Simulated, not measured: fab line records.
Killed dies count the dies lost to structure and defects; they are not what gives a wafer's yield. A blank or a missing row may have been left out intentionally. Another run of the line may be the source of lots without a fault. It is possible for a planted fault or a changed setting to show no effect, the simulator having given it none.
What tool caused it? ; flow n5 finfet ; Sampling: 12 lots, 36 wafers, 2 of 1938 route steps

== WHAT THE GAUGES SHOWED, per wafer ==
N5_BEOL_M6_CD_MEAS_35: target cd 40 nm, target cd y 28 nm.
lot;measured;on;cd nm (nm)
L075;day 8 20:07;cd sem-01;40.7 40.2 39.2
L077;day 9 09:09;cd sem-01;40.7 40.5 40.0
L079;day 9 11:31;cd sem-02;40.0 40.4 39.8
L081;day 10 08:01;cd sem-02;40.4 40.2 39.9
L082;day 10 16:09;cd sem-02;41.5 40.0 40.0
L085;day 11 14:08;cd sem-02;40.9 41.0 41.6
L087;day 11 20:41;cd sem-02;40.3 40.5 41.1
L089;day 12 00:49;cd sem-02;39.4 40.9 40.2
L092;day 12 23:07;cd sem-02;41.0 40.0 40.2
L093;day 13 07:52;cd sem-01;40.4 40.4 40.7
L094;day 14 03:05;cd sem-02;39.6 40.2 40.7
L097;day 14 20:14;cd sem-03;40.8 39.6 41.1

== WHICH TOOL RAN EACH LOT (tool, then ch and the chambers of the sampled wafers, then the start) ==
lot;N5_BEOL_M6_ETCH_61
L075;rie diel-02 ch 0,1,2, day 8 16:50
L077;rie diel-01 ch 0,1,3, day 9 06:12
L079;rie diel-01 ch 1,2,3, day 9 10:03
L081;rie diel-02 ch 0,2,3, day 10 05:47
L082;rie diel-02 ch 0,1,2, day 10 12:53
L085;rie diel-02 ch 0,1,2, day 11 11:31
L087;rie diel-06 ch 0,1,3, day 11 16:44
L089;rie diel-02 ch 0,1,3, day 11 23:16
L092;rie diel-01 ch 1,3, day 12 21:08
L093;rie diel-01 ch 0,1,2, day 13 05:49
L094;rie diel-06 ch 0,1,3, day 13 22:59
L097;rie diel-02 ch 0,2,3, day 14 18:12
- N5_BEOL_M6_ETCH_61: etches SiARC in CF4, target depth 45.5 nm, time 75.8 s.

== THE ANSWER, worked out from the rows above alone ==
Rule: the lots themselves supply what counts as usual. Put in order of their means at a reading, lots are off if they are a third of the lots or fewer, leave a main group of 4 or more, and stand apart from it by a gap of 3 or more times the standard deviation of the main group's means; of several such gaps the widest counts. Not used: any main group whose means are identical at the precision the tables above print for the reading. Also off: a lot with no number at a reading for which 4 or more lots have one. The other lots that the step has rows for count as sound.
No lot is off at any reading shown: from this, nothing can be told.

== WHAT THE SIMULATOR HAD INSERTED ==
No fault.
